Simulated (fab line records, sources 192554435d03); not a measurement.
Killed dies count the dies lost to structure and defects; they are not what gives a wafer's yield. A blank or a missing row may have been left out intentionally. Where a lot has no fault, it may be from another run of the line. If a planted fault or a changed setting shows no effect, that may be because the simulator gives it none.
What tool caused it? + flow n5Finfet + Sampling: 8 lots, 24 wafers, 4 of 1938 route steps

## WHAT EACH GAUGE READ, for each wafer
N5_MOL_CONTACT_COAG_OVL_MEAS_41.
| lot  | measured     | on         | VD_OVL (nm)   |
|------|--------------|------------|---------------|
| L638 | day 5 10:46  | overlay-02 | 1.0 1.4 1.0   |
| L640 | day 5 21:53  | overlay-02 | 1.3 -0.7 1.2  |
| L641 | day 6 03:42  | overlay-01 | 0.6 0.8 0.3   |
| L645 | day 7 07:41  | overlay-02 | 0.0 -0.3 1.3  |
| L647 | day 7 16:46  | overlay-02 | 5.1 4.4 5.0   |
| L648 | day 8 02:13  | overlay-02 | 5.5 6.1 6.0   |
| L651 | day 8 19:52  | overlay-01 | -0.3 0.6 -0.3 |
| L659 | day 10 15:44 | overlay-01 | -0.8 -0.6 0.4 |

## WHICH TOOL RAN EACH LOT (tool, then ch and the chambers of the sampled wafers, then the start)
| lot  | N5_MOL_CONTACT_COAG_ETCH_90       | N5_MOL_CONTACT_COAG_ETCHBACK_135  | N5_MOL_CONTACT_COAG_EXPOSE_37    |
|------|-----------------------------------|-----------------------------------|----------------------------------|
| L638 | rieDiel-04 ch 1,2,3, day 5 09:40  | rieDiel-05 ch 2,3, day 5 10:03    | euvScanner-01 ch 0, day 5 10:36  |
| L640 | rieDiel-05 ch 0,2, day 5 20:37    | rieDiel-05 ch 1,2, day 5 21:02    | euvScanner-02 ch 0, day 5 21:43  |
| L641 | rieDiel-05 ch 0,1, day 6 02:34    | rieDiel-02 ch 0,1,2, day 6 02:59  | euvScanner-02 ch 0, day 6 03:31  |
| L645 | rieDiel-05 ch 0,2,3, day 7 06:28  | rieDiel-04 ch 2,3, day 7 06:57    | euvScanner-01 ch 0, day 7 07:31  |
| L647 | rieDiel-04 ch 0,1,3, day 7 15:32  | rieDiel-02 ch 0,1,2, day 7 15:55  | euvScanner-02 ch 0, day 7 16:35  |
| L648 | rieDiel-04 ch 0,2,3, day 8 01:07  | rieDiel-05 ch 0,1,3, day 8 01:28  | euvScanner-02 ch 0, day 8 02:04  |
| L651 | rieDiel-05 ch 1,2,3, day 8 18:20  | rieDiel-02 ch 0,2,3, day 8 19:05  | euvScanner-01 ch 0, day 8 19:41  |
| L659 | rieDiel-04 ch 1,2,3, day 10 14:28 | rieDiel-04 ch 0,1,3, day 10 14:53 | euvScanner-01 ch 0, day 10 15:34 |
- N5_MOL_CONTACT_COAG_ETCH_90: etches SiARC in CF4, target depth 13 nm, time 21.7 s.
- N5_MOL_CONTACT_COAG_ETCHBACK_135: etches SiO2 in CHF3, target depth 25 nm, time 16.7 s.
- N5_MOL_CONTACT_COAG_EXPOSE_37: exposes mask VD, defocus 0 nm.

## THE ANSWER, worked out from the rows above alone
Rule: what is usual is taken from the lots themselves. The widest of any qualifying gaps counts: lots, ordered by their means at a reading, are off when they make up no more than a third of the lots, leave a main group of 4 or more, and stand apart from it by 3 or more times the standard deviation of that group's means. If all means in a main group match to the digits the tables above print for the reading, that group is not used. Also off: a lot with no number at a reading for which 4 or more lots have one. Where the step has rows for the other lots, those lots are counted as sound.
Off: L647, L648, seen at N5_MOL_CONTACT_COAG_OVL_MEAS_41 (VD_OVL). Mean 0.4 nm and standard deviation 0.47 in the main group.
A tool fits if, at a process step before that reading, it ran every lot that is off, and no sound lot after the first of them. The gauges at N5_MOL_CONTACT_COAG_OVL_MEAS_41 are tried like those tools. Can't be told from this: 2 tools fit, euvScanner-02 at N5_MOL_CONTACT_COAG_EXPOSE_37, overlay-02 at N5_MOL_CONTACT_COAG_OVL_MEAS_41.

## WHAT HAD BEEN PUT IN BY THE SIMULATOR
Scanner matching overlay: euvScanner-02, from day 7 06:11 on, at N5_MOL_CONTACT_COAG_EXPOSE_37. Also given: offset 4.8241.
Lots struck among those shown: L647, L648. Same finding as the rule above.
